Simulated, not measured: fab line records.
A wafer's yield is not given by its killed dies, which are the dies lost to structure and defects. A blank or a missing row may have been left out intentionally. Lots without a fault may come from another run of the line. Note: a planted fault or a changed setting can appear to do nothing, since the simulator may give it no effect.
fab line records	flow n5-finfet
record lots=10	wafers=27	last-day=17
route steps=1938 shown BEOL_M0_SAQP@637 BEOL_M4@1111 MIM_BOT_ETCH@1869 PASSIVATION@1908
lots that met no fault: from a run of the same line without faults
start-h: hours from the record's opening day to when the first of the lot's shown wafers began	wait-h: time in hours since the lot's previous step	" identical to the entry in the row above	L1.1+2: one row covering several wafers at once	- no value, or no start was given	* or withheld: withheld	< > ~ a bound
route shown NAME@n: a module of which the file shows steps, and the number in the route of the first	usual: the fault-free wafers' mean and standard deviation	same: alike in all rows	chamber/n: place in a boat	sites: readings site by site	_std_site: the standard deviation of these	_edge_site: mean of outer sites minus mean of inner sites	radius-mm: for every site, how far away it sits from the centre of the wafer	mask NAME#n: copy n	behind: the most recent tool/chamber to have shaped the wafer	hold: why the lot went on hold/how many hours it stayed there/how the hold came to an end	device: which transistor (n, p or np) failed to switch	end of line: the route-end tests of the same wafers	for a step that has no rows: nothing shown but its recipe	killed: not the wafer's yield, but the dies lost to structure and defects at the first sort	map: per-die view of a wafer (x killed, . not killed, _ where there is no die)
set.NAME: the setting the step ran with; set.NAME@STEP: the setting that earlier step ran with	model.NAME: the simulator's own value behind a step, which no gauge read
the route's steps for a sample of lots (tables are steps, rows are wafers)
services: a tool's chamber out of use, with start hour (start-h, from the record's first day; less than 0 if before it), hours out, and reason
## steps
# step N5_BEOL_M0_SAQP_PECVD_97
# recipe material=SiNx	target-thk-a=230	temp-c=350	precursor=SiH4/NH3/N2	pressure-torr=1.5	rf-w=300	time-s=19.9
# usual chamber-pressure-Torr=1.499/0.0033	heater-power-w=554/68	showerhead-plenum-p-Torr=5.17/0.065	throttle-valve-pct=40.1/1.9
lot.wafer	tool	chamber	start-h	wait-h	chamber-pressure-Torr	heater-power-w	showerhead-plenum-p-Torr	throttle-valve-pct
L610.1	pecvd-03	1	115.91	0.0	1.502	530	5.29	37.6
L610.3	"	2	"	"	1.499	540	5.19	39.1
L610.4	"	2	"	"	1.499	533	5.18	39.0
L612.2	pecvd-04	1	125.21	0.0	1.505	645	5.22	42.9
L612.5	"	0	"	"	1.494	412	5.19	43.4
L612.6	"	2	"	"	1.494	475	5.18	40.9
L613.1	pecvd-04	2	129.79	0.0	1.504	432	5.17	40.7
L613.5	"	0	"	"	1.501	436	5.19	43.3
L613.6	"	2	"	"	1.499	431	5.17	40.6
L615.3	pecvd-02	0	146.48	0.0	1.499	568	5.10	40.5
L615.4	"	1	"	"	1.498	530	5.12	38.7
L615.5	"	0	"	"	1.500	608	5.09	40.4
L616.1	pecvd-03	1	148.10	0.0	1.500	631	5.31	37.6
L616.5	"	1	"	"	1.499	625	5.31	37.8
L616.6	"	0	"	"	1.504	598	5.10	40.3
L622.1	pecvd-04	2	188.35	0.0	1.499	454	5.16	40.8
L622.4	"	1	"	"	1.497	596	5.20	42.9
L624.1	pecvd-04	0	196.79	0.0	1.497	426	5.18	43.6
L624.4	"	2	"	"	1.497	474	5.19	41.0
L627.1	pecvd-04	0	216.42	0.0	1.500	388	5.17	43.7
L627.4	"	0	"	"	1.502	390	5.17	43.3
L630.1	pecvd-02	1	234.05	0.0	1.499	593	5.13	38.4
L630.3	"	2	"	"	1.501	495	5.23	38.5
L630.4	"	2	"	"	1.501	492	5.23	38.6
L632.3	pecvd-02	0	244.11	0.0	1.498	597	5.10	40.3
L632.4	"	1	"	"	1.494	528	5.13	38.3
L632.6	"	0	"	"	1.503	605	5.09	39.9
# step N5_BEOL_M4_RC_MEAS_101
# usual DIBL_N=35.9/1.9	DIBL_P=35.8/2.4	IOFF_N=0.15/0.031	IOFF_P=0.21/0.037	ION_N=672/13	ION_P=462/8.3	SS_N=71.5/0.72	SS_P=73.2/0.67	VT_N=250/3.4	VT_P=-250/3.4
lot.wafer	tool	chamber	start-h	wait-h	DIBL_N[mV/V]	DIBL_P[mV/V]	IOFF_N[nA/um]	IOFF_P[nA/um]	ION_N[uA/um]	ION_P[uA/um]	SS_N[mV/dec]	SS_P[mV/dec]	VT_N[mV]	VT_P[mV]
L610.1	prober-01	0	176.60	0.0	36.6	36.7	0.16	0.23	671	469	71.6	73.5	250	-248
L610.3	"	0	"	"	34.4	35.1	0.12	0.21	640	456	70.6	73.6	257	-249
L610.4	"	0	"	"	35.2	36.2	0.14	0.23	667	472	70.9	73.5	253	-249
L612.2	prober-02	0	197.24	0.2	35.8	35.0	0.13	0.18	661	453	71.1	72.7	251	-252
L612.5	"	0	"	"	37.4	36.8	0.16	0.22	669	462	72.1	73.6	252	-250
L612.6	"	0	"	"	35.5	34.3	0.13	0.18	669	459	71.0	73.0	252	-251
L616.1	prober-02	0	203.01	0.0	35.9	36.7	0.16	0.22	684	462	70.7	73.4	248	-252
L616.5	"	0	"	"	33.1	32.7	0.11	0.16	657	456	70.2	71.7	252	-254
L616.6	"	0	"	"	36.3	36.9	0.17	0.22	678	460	71.2	73.2	247	-248
L615.3	prober-02	0	204.25	0.6	35.1	36.0	0.15	0.20	675	460	71.0	73.3	249	-250
L615.4	"	0	"	"	37.4	37.4	0.18	0.23	683	466	71.9	74.1	248	-251
L615.5	"	0	"	"	38.2	37.8	0.18	0.24	668	467	73.1	73.8	248	-249
L613.1	prober-01	0	204.98	0.0	37.3	37.0	0.16	0.24	672	469	71.5	73.0	253	-246
L613.5	"	0	"	"	36.3	33.6	0.15	0.19	658	450	72.1	73.0	252	-252
L613.6	"	0	"	"	36.6	35.0	0.14	0.21	661	461	72.0	73.7	251	-251
L622.4	prober-01	0	245.17	0.5	36.8	38.0	0.17	0.24	676	465	71.6	73.1	249	-245
L624.4	prober-01	0	256.63	0.5	36.4	37.9	0.17	0.22	684	469	71.6	74.0	251	-247
L627.4	prober-01	0	287.27	0.5	35.1	33.9	0.13	0.17	674	463	71.7	72.8	254	-256
L630.1	prober-02	0	310.27	0.0	36.2	39.0	0.16	0.23	667	459	71.7	73.3	252	-248
L630.3	"	0	"	"	37.0	39.4	0.16	0.22	662	451	71.6	73.5	249	-250
L630.4	"	0	"	"	35.5	37.0	0.14	0.19	672	461	71.8	73.1	252	-250
L632.3	prober-02	0	313.89	0.3	34.6	33.6	0.13	0.20	674	473	70.6	72.7	250	-251
L632.4	"	0	"	"	36.8	35.7	0.17	0.23	690	475	71.4	73.0	249	-247
L632.6	"	0	"	"	36.9	35.7	0.16	0.23	682	473	71.3	72.5	253	-247
# step N5_MIM_BOT_ETCH_STRIP_01
# recipe chemistry=O2	power-w=600	temp-c=60	pressure-mtorr=30	rf-frequency-hz=6e+07	bias-power-w=0	overash-fraction=0.5	o2-flow-sccm=225
# usual drypump-motor-current-A=5.7/0.52	oes-product-au=0.79/0.091	rf-vpp-V=3.8/1.3	showerhead-plenum-p-Torr=2.08/0.073	throttle-valve-pct=16.74/0.23
lot.wafer	tool	chamber	start-h	wait-h	drypump-motor-current-A	oes-product-au	rf-hours-counter-h	rf-vpp-V	showerhead-plenum-p-Torr	throttle-valve-pct
L610.1	rie-diel-04	0	273.86	0.1	6.1	0.72	168	5.7	2.18	16.86
L610.3	"	2	"	"	4.8	0.68	239	4.3	2.16	16.84
L610.4	"	1	"	"	5.8	0.80	81	4.2	2.12	16.90
L615.3	rie-diel-05	0	299.77	0.1	5.7	0.70	227	1.7	2.07	17.10
L615.4	"	1	"	"	6.1	0.72	238	3.1	1.96	17.01
L615.5	"	1	"	"	6.1	0.69	-	2.3	1.96	16.95
L612.2	rie-diel-06	0	307.80	0.1	6.4	0.92	30	1.2	2.05	16.42
L612.5	"	3	"	"	5.1	0.87	-	3.9	2.05	16.58
L612.6	"	2	"	"	5.6	0.84	-	1.5	2.13	16.51
L613.1	rie-diel-06	1	311.70	0.1	5.6	0.69	230	3.0	1.91	17.03
L613.5	"	2	"	"	5.6	0.85	-	1.1	2.13	16.48
L613.6	"	3	"	"	5.1	0.85	-	4.1	2.05	16.59
L616.1	rie-diel-06	0	313.38	0.2	6.4	0.90	31	4.8	2.05	16.51
L616.5	"	3	"	"	5.1	0.84	-	4.8	2.05	16.55
L616.6	"	2	"	"	5.6	0.85	-	4.4	2.13	16.56
L622.4	rie-diel-05	3	341.65	0.1	5.4	0.69	-	2.8	2.07	16.86
L624.4	rie-diel-04	0	351.39	0.1	6.0	0.72	190	3.0	2.17	16.85
L627.4	rie-diel-04	3	385.00	0.1	4.9	0.69	223	5.1	1.99	17.07
L632.3	rie-diel-06	1	405.92	0.1	5.6	0.94	6	4.0	2.25	16.56
L632.4	"	0	"	"	6.5	0.86	65	2.2	2.04	16.47
L632.6	"	0	"	"	6.4	0.85	-	4.3	2.04	16.48
L630.1	rie-diel-06	1	409.95	0.1	5.6	0.92	8	3.4	2.25	16.55
L630.3	"	2	"	"	5.6	0.80	102	2.3	2.12	16.64
L630.4	"	3	"	"	5.1	0.79	93	3.2	2.04	16.65
# step N5_PASSIVATION_DESCUM_32
# recipe chemistry=O2	time-s=7.9	source-power-w=50	bias-power-w=20	pressure-mtorr=20	rf-frequency-hz=2.712e+07	temp-c=40	o2-flow-sccm=225
# usual drypump-motor-current-A=5.7/0.49	oes-product-au=0.79/0.1	rf-vpp-V=242.8/1.6	showerhead-plenum-p-Torr=2.08/0.076	throttle-valve-pct=20.55/0.2
lot.wafer	tool	chamber	start-h	wait-h	drypump-motor-current-A	oes-product-au	rf-hours-counter-h	rf-vpp-V	showerhead-plenum-p-Torr	throttle-valve-pct
L610.1	rie-diel-06	3	278.36	0.3	5.1	0.86	46	244.9	2.05	20.34
L610.3	"	2	"	"	5.6	0.85	53	244.3	2.13	20.28
L610.4	"	1	"	"	5.6	0.71	218	238.8	1.91	20.81
L615.3	rie-diel-05	1	303.82	0.1	6.1	0.70	239	240.0	1.96	20.67
L615.4	"	3	"	"	5.4	0.72	212	242.8	2.08	20.56
L615.5	"	2	"	"	6.5	0.75	-	242.3	2.08	20.40
L612.2	rie-diel-04	0	312.60	0.1	6.0	0.71	180	243.2	2.17	20.58
L612.5	"	1	"	"	5.8	0.80	-	242.5	2.11	20.69
L612.6	"	0	"	"	6.0	0.72	-	245.3	2.17	20.57
L613.1	rie-diel-04	3	317.10	0.0	4.9	0.70	206	243.1	1.99	20.78
L613.5	"	3	"	"	4.9	0.69	-	242.2	1.99	20.78
L613.6	"	1	"	"	5.8	0.80	-	242.8	2.11	20.69
L616.1	rie-diel-06	1	317.63	0.0	5.6	0.69	232	241.7	1.91	20.83
L616.5	"	2	"	"	5.6	0.83	-	242.5	2.13	20.31
L616.6	"	3	"	"	5.1	0.83	-	243.3	2.04	20.37
L622.4	rie-diel-04	0	345.08	0.0	6.0	0.71	188	244.0	2.16	20.58
L624.4	rie-diel-06	0	355.16	0.0	6.4	0.88	47	243.4	2.04	20.23
L627.4	rie-diel-04	0	388.64	1.1	6.1	0.70	205	244.7	2.16	20.60
L632.3	rie-diel-05	0	409.19	0.0	5.7	0.93	17	242.7	2.06	20.56
L632.4	"	3	"	"	5.4	0.97	2	242.1	2.06	20.19
L632.6	"	0	"	"	5.7	0.92	-	240.8	2.06	20.56
L630.1	rie-diel-05	1	412.57	0.0	6.1	0.91	28	244.2	2.20	20.49
L630.3	"	2	"	"	6.5	0.72	225	243.5	2.07	20.47
L630.4	"	0	"	"	5.7	0.92	19	240.9	2.05	20.56
# step N5_PASSIVATION_ETCH_59
# recipe chemistry=Cl2/BCl3	target=TaN	target-depth-a=650	time-s=34.9	ion-energy-ev=100	pressure-mtorr=10	icp-w=900	bias-w=100	Cl2_flow_sccm=60	bcl3-flow-sccm=30
# usual drypump-motor-current-A=5.5/0.33	mfc-cl2-sccm=59.97/0.18	oes-product-au=0.79/0.061	throttle-valve-pct=21.02/0.18
lot.wafer	tool	chamber	start-h	wait-h	drypump-motor-current-A	mfc-cl2-sccm	oes-product-au	rf-hours-counter-h	throttle-valve-pct
L610.1	rie-metal-01	1	278.85	0.3	5.2	59.90	0.77	41	21.27
L610.3	"	0	"	"	5.3	59.99	0.86	-	20.96
L610.4	"	1	"	"	5.2	60.01	0.77	-	21.26
L615.3	rie-metal-03	1	304.34	0.2	5.1	59.80	0.89	-	20.75
L615.4	"	0	"	"	6.0	59.95	0.72	-	21.06
L615.5	"	1	"	"	5.1	60.21	0.89	-	20.75
L612.2	rie-metal-02	1	313.14	0.3	5.8	60.15	0.86	16	21.16
L612.5	"	0	"	"	5.5	59.94	0.74	-	20.85
L612.6	"	1	"	"	5.8	59.91	0.87	-	21.18
L613.1	rie-metal-01	1	317.58	0.3	5.2	60.06	0.76	44	21.30
L613.5	"	0	"	"	5.4	60.08	0.83	-	21.00
L613.6	"	1	"	"	5.2	60.07	0.76	-	21.29
L616.1	rie-metal-02	0	318.11	0.3	5.5	59.91	0.73	58	20.83
L616.5	"	1	"	"	5.8	60.35	0.85	-	21.17
L616.6	"	0	"	"	5.5	59.79	0.73	-	20.87
L622.4	rie-metal-03	1	345.60	0.2	5.1	59.89	0.87	-	20.74
L624.4	rie-metal-02	1	355.68	0.2	5.8	59.93	0.83	-	21.19
L627.4	rie-metal-02	0	389.16	0.2	5.5	59.97	0.71	-	20.88
L632.3	rie-metal-02	1	409.71	0.2	5.8	60.05	0.82	-	21.19
L632.4	"	0	"	"	5.5	59.82	0.72	-	20.85
L632.6	"	1	"	"	5.8	60.06	0.83	-	21.21
L630.1	rie-metal-02	0	413.06	0.3	5.5	59.93	0.72	66	20.86
L630.3	"	0	"	"	5.5	59.83	0.71	-	20.87
L630.4	"	1	"	"	5.7	60.08	0.82	-	21.17
# step N5_PASSIVATION_PROBE_49
# usual defect-limited-yield=91.6/1.2	killed_at_M0_to_M3=33/9.4	killed_at_M4_up=13/5.2	killed-at-contacts=13/5.6	killed-at-front-end=37/9.5	killed-at-other=4/3.1	killed-dies=99/15	killed-on-rim=13/3.6	killed-open=65/11	killed-short=32/7.5	sort_bin_5_function=4.9/0.77	sort_bin_6_memory=3.1/0.65	sort_bin_8_speed=0.01/0.056	sort-n-pass=1081/15	sort-yield-pct=91.6/1.2
# same gross-dies=1180	killed-at-back-side=0	sort_bin_4_leakage[%]=0
lot.wafer	tool	chamber	start-h	wait-h	defect-limited-yield[%]	killed_at_M0_to_M3	killed_at_M4_up	killed-at-contacts	killed-at-front-end	killed-at-other	killed-dies	killed-on-rim	killed-open	killed-short	sort_bin_5_function[%]	sort_bin_6_memory[%]	sort_bin_8_speed[%]	sort-n-pass	sort-yield-pct[%]
L615.3	prober-01	-	309.36	0.1	93.8	21	3	19	25	5	73	12	51	19	3.8	1.9	0	1107	93.8
L615.4	prober-01	-	309.41	0.2	92.0	36	6	23	29	0	94	12	65	29	4.8	3.0	0	1086	92.0
L615.5	prober-01	-	309.46	0.2	92.3	26	13	18	32	2	91	14	56	35	4.2	3.1	0	1089	92.3
L612.2	prober-02	-	317.64	0.1	92.4	26	14	12	35	3	90	12	64	26	4.2	3.2	0	1090	92.4
L612.5	prober-02	-	317.79	0.2	94.0	18	5	14	30	4	71	8	41	30	3.6	2.1	0	1109	94.0
L612.6	prober-02	-	317.84	0.3	90.8	21	13	22	48	4	108	14	77	30	5.8	3.2	0	1072	90.8
L613.1	prober-02	-	322.28	0.0	91.0	34	18	14	39	1	106	12	68	37	4.7	3.9	0	1074	91.0
L613.5	prober-02	-	322.48	0.2	93.4	34	12	8	23	1	78	11	54	23	3.9	2.7	0	1102	93.4
L613.6	prober-02	-	322.53	0.3	91.9	41	11	17	27	0	96	8	64	31	4.6	3.2	0	1084	91.9
L622.1	prober-01	-	349.86	0.0	0	1114	17	6	39	4	1180	152	68	26	5.6	2.2	0	0	0
L622.4	prober-01	-	350.01	0.2	93.7	18	14	7	31	4	74	11	48	25	3.9	2.3	0	1106	93.7
L624.1	prober-01	-	360.10	0.0	0	1116	5	7	50	2	1180	152	74	41	5.8	3.6	0	0	0
L624.4	prober-01	-	360.25	0.2	89.2	36	14	17	58	2	127	16	86	41	6.2	4.3	0	1053	89.2
L627.1	prober-01	-	393.91	0.0	0	1110	10	16	39	5	1180	152	85	27	5.4	4.2	0	0	0
L627.4	prober-01	-	394.06	0.2	93.7	26	2	13	33	0	74	12	50	21	4.1	1.9	0	1106	93.7
L630.1	prober-02	-	417.47	0.0	89.7	48	10	11	48	5	122	11	83	38	6.1	3.7	0	1058	89.7
L630.3	prober-02	-	417.57	0.1	91.2	33	9	16	44	2	104	6	77	27	4.9	3.6	0	1076	91.2
L630.4	prober-02	-	417.62	0.2	91.5	35	15	9	32	9	100	19	64	35	4.5	3.7	0	1080	91.5
# killed by level:class
L615.3 MOL_CONTACT_COAG:geometric-particle:open=17 BEOL_M1:geometric-particle:open=5 BEOL_M3:geometric-particle:open=5 STI_FIN_REVEAL:geometric-particle:open=4 GATE_CUT:geometric-particle:open=4 BEOL_M3:geometric-particle:short=4 MIM_BOT:geometric-particle:open=4 BEOL_M5:geometric-particle:open=3
L615.4 MOL_CONTACT_COAG:geometric-particle:open=20 BEOL_M1:geometric-particle:open=12 BEOL_M3:geometric-particle:open=11 GATE_CUT:geometric-particle:short=6 BEOL_M0_SAQP:geometric-particle:open=5 STARTING-WAFER:geometric-particle:short=5 STI_FIN_REVEAL:geometric-particle:open=4 FIN_SAQP:geometric-particle:short=3
L615.5 MOL_CONTACT_COAG:geometric-particle:open=12 FIN_SAQP:geometric-particle:short=8 BEOL_M4:geometric-particle:open=8 BEOL_M0_SAQP:geometric-particle:short=7 STI_FIN_REVEAL:geometric-particle:open=6 MOL_CONTACT_COAG:geometric-particle:short=6 BEOL_M3:geometric-particle:open=6 FIN_SAQP:geometric-particle:open=3
L612.2 MOL_CONTACT_COAG:geometric-particle:open=10 DUMMY_GATE:geometric-particle:open=9 BEOL_M3:geometric-particle:open=7 BEOL_M4:geometric-particle:open=7 BEOL_M0_SAQP:geometric-particle:short=6 FIN_SAQP:geometric-particle:short=4 FIN_SAQP:geometric-particle:open=4 STARTING-WAFER:geometric-particle:short=4
L612.5 FIN_SAQP:geometric-particle:short=10 MOL_CONTACT_COAG:geometric-particle:open=8 MOL_CONTACT_COAG:geometric-particle:short=6 BEOL_M1:geometric-particle:open=6 FIN_SAQP:geometric-particle:open=5 STARTING-WAFER:geometric-particle:open=4 BEOL_M0:geometric-particle:open=3 BEOL_M3:geometric-particle:open=3
L612.6 STI_FIN_REVEAL:geometric-particle:open=17 MOL_CONTACT_COAG:geometric-particle:open=17 FIN_SAQP:geometric-particle:open=8 BEOL_M3:geometric-particle:open=8 FIN_SAQP:geometric-particle:short=6 BEOL_M4:geometric-particle:open=6 MOL_CONTACT_COAG:geometric-particle:short=5 STARTING-WAFER:geometric-particle:open=4
L613.1 BEOL_M4:geometric-particle:open=13 MOL_CONTACT_COAG:geometric-particle:open=8 GATE_CUT:geometric-particle:short=8 BEOL_M2:geometric-particle:open=8 BEOL_M0_SAQP:geometric-particle:short=7 BEOL_M0_SAQP:geometric-particle:open=6 FIN_SAQP:geometric-particle:open=5 STI_FIN_REVEAL:geometric-particle:short=5
L613.5 BEOL_M0_SAQP:geometric-particle:open=8 MOL_CONTACT_COAG:geometric-particle:open=7 BEOL_M3:geometric-particle:open=7 STI_FIN_REVEAL:geometric-particle:open=6 BEOL_M0_SAQP:geometric-particle:short=6 BEOL_M1:geometric-particle:open=5 DUMMY_GATE:geometric-particle:open=4 BEOL_M4:geometric-particle:short=4
L613.6 BEOL_M3:geometric-particle:open=15 MOL_CONTACT_COAG:geometric-particle:open=12 BEOL_M0_SAQP:geometric-particle:open=8 BEOL_M2:geometric-particle:open=8 STI_FIN_REVEAL:geometric-particle:open=6 SPACER0:geometric-particle:short=6 MOL_CONTACT_COAG:geometric-particle:short=4 BEOL_M3:geometric-particle:short=4
L622.1 BEOL_M0_SAQP:area-pecvd=1085 BEOL_M2:geometric-particle:open=13 GATE_CUT:geometric-particle:short=7 BEOL_M1:geometric-particle:open=6 BEOL_M4:geometric-particle:open=6 GATE_CUT:geometric-particle:open=5 MOL_CONTACT_COAG:geometric-particle:open=5 BEOL_M3:geometric-particle:open=5
L622.4 MOL_CONTACT_COAG:geometric-particle:open=6 BEOL_M4:geometric-particle:open=6 STI_FIN_REVEAL:geometric-particle:open=5 DUMMY_GATE:geometric-particle:open=5 BEOL_M5:geometric-particle:open=4 STI_FIN_REVEAL:geometric-particle:short=3 ILD0:geometric-particle:short=3 ILD0:geometric-particle:open=3
L624.1 BEOL_M0_SAQP:area-pecvd=1065 BEOL_M3:geometric-particle:open=14 FIN_SAQP:geometric-particle:short=10 BEOL_M1:geometric-particle:open=9 DUMMY_GATE:geometric-particle:open=7 MOL_CONTACT_COAG:geometric-particle:open=7 BEOL_M0_SAQP:geometric-particle:short=7 STI_FIN_REVEAL:geometric-particle:open=6
L624.4 FIN_SAQP:geometric-particle:open=14 MOL_CONTACT_COAG:geometric-particle:open=12 STI_FIN_REVEAL:geometric-particle:open=11 FIN_SAQP:geometric-particle:short=10 BEOL_M0:geometric-particle:open=9 BEOL_M4:geometric-particle:open=9 DUMMY_GATE:geometric-particle:open=6 BEOL_M3:geometric-particle:open=6
L627.1 BEOL_M0_SAQP:area-pecvd=1066 BEOL_M1:geometric-particle:open=16 FIN_SAQP:geometric-particle:open=13 MOL_CONTACT_COAG:geometric-particle:open=13 BEOL_M0_SAQP:geometric-particle:open=11 BEOL_M0_SAQP:geometric-particle:short=8 FIN_SAQP:geometric-particle:short=6 BEOL_M0:geometric-particle:open=5
L627.4 MOL_CONTACT_COAG:geometric-particle:open=13 DUMMY_GATE:geometric-particle:open=8 BEOL_M2:geometric-particle:open=8 BEOL_M0_SAQP:geometric-particle:short=6 STARTING-WAFER:geometric-particle:open=5 FIN_SAQP:geometric-particle:short=4 FIN_SAQP:geometric-particle:open=4 BEOL_M1:geometric-particle:open=4
L630.1 BEOL_M0_SAQP:geometric-particle:open=15 STI_FIN_REVEAL:geometric-particle:open=12 BEOL_M0_SAQP:geometric-particle:short=8 BEOL_M3:geometric-particle:open=8 FIN_SAQP:geometric-particle:short=7 MOL_CONTACT_COAG:geometric-particle:open=7 FIN_SAQP:geometric-particle:open=6 DUMMY_GATE:geometric-particle:open=5
L630.3 MOL_CONTACT_COAG:geometric-particle:open=14 FIN_SAQP:geometric-particle:open=9 STI_FIN_REVEAL:geometric-particle:open=8 BEOL_M3:geometric-particle:open=8 BEOL_M0_SAQP:geometric-particle:short=7 FIN_SAQP:geometric-particle:short=6 BEOL_M1:geometric-particle:open=6 DUMMY_GATE:geometric-particle:open=5
L630.4 STI_FIN_REVEAL:geometric-particle:open=8 MOL_CONTACT_COAG:geometric-particle:open=7 BEOL_M1:geometric-particle:open=7 BEOL_M0:geometric-particle:open=6 BEOL_M1:geometric-particle:short=6 BEOL_M4:geometric-particle:open=6 FIN_SAQP:geometric-particle:open=5 PASS1_CAP:geometric-particle:short=5
## services
tool	chamber	start-h	hours	kind
rie-diel-05	1	93.73	1.5	repair
rie-diel-05	-	130.49	0.3	repair
pecvd-04	0	154.02	4.6	repair
rie-diel-04	0	167.03	32.6	repair
rie-diel-04	3	191.39	5.6	repair
rie-metal-01	-	204.00	0.5	repair
rie-diel-05	-	219.24	0.6	repair
rie-diel-06	-	226.50	4.3	pm
pecvd-02	-	228.51	0.7	repair
rie-diel-06	2	244.62	10.0	repair
rie-diel-05	1	249.20	16.5	repair
pecvd-04	-	275.15	6.0	pm
pecvd-02	2	276.66	6.6	repair
rie-diel-04	3	277.18	5.2	repair
rie-metal-02	-	281.58	1.0	repair
pecvd-02	-	286.30	0.9	repair
rie-metal-02	-	293.50	1.4	pm
pecvd-03	-	311.16	3.1	repair
rie-metal-01	-	311.40	1.4	pm
rie-diel-04	-	328.49	15.6	pm
pecvd-04	-	357.43	0.9	repair
pecvd-04	-	368.56	4.9	repair
rie-diel-04	3	371.95	7.3	repair
rie-diel-06	-	386.11	1.0	repair
## key
first-sign step=N5_PASSIVATION_PROBE_49	reading=killed_at_M0_to_M3	direction=up	sigmas=99+	usual=33	struck=1113
effect step=N5_PASSIVATION_PROBE_49	reading=defect-limited-yield	direction=down	sigmas=74	usual=91.6	struck=0
more-kills-born-at N5_BEOL_M0_SAQP_PECVD_97@pecvd-04=3216
met-at N5_BEOL_M0_SAQP_PECVD_97
struck-lots L622,L624,L627
struck-wafers L622.1,L624.1,L627.1
later-rows-left-out L622.1,L624.1,L627.1
not-acting-at N5_MIM_BOT_ETCH_STRIP_01,N5_PASSIVATION_DESCUM_32,N5_PASSIVATION_ETCH_59
onset-between 129.79 188.35
fault kind=process-parameter-drift	tool=pecvd-04	chamber=-	onset-h=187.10	steps=N5_BEOL_M0_SAQP_PECVD_97	channel=time-s	offset=*	shape=step	end-h=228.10	scope=struck-wafers-only	acts-in=*	stated=*
# later-rows-left-out: the simulator's readings of these wafers behind a module that went badly wrong aren't trusted and aren't shown, but for the sort
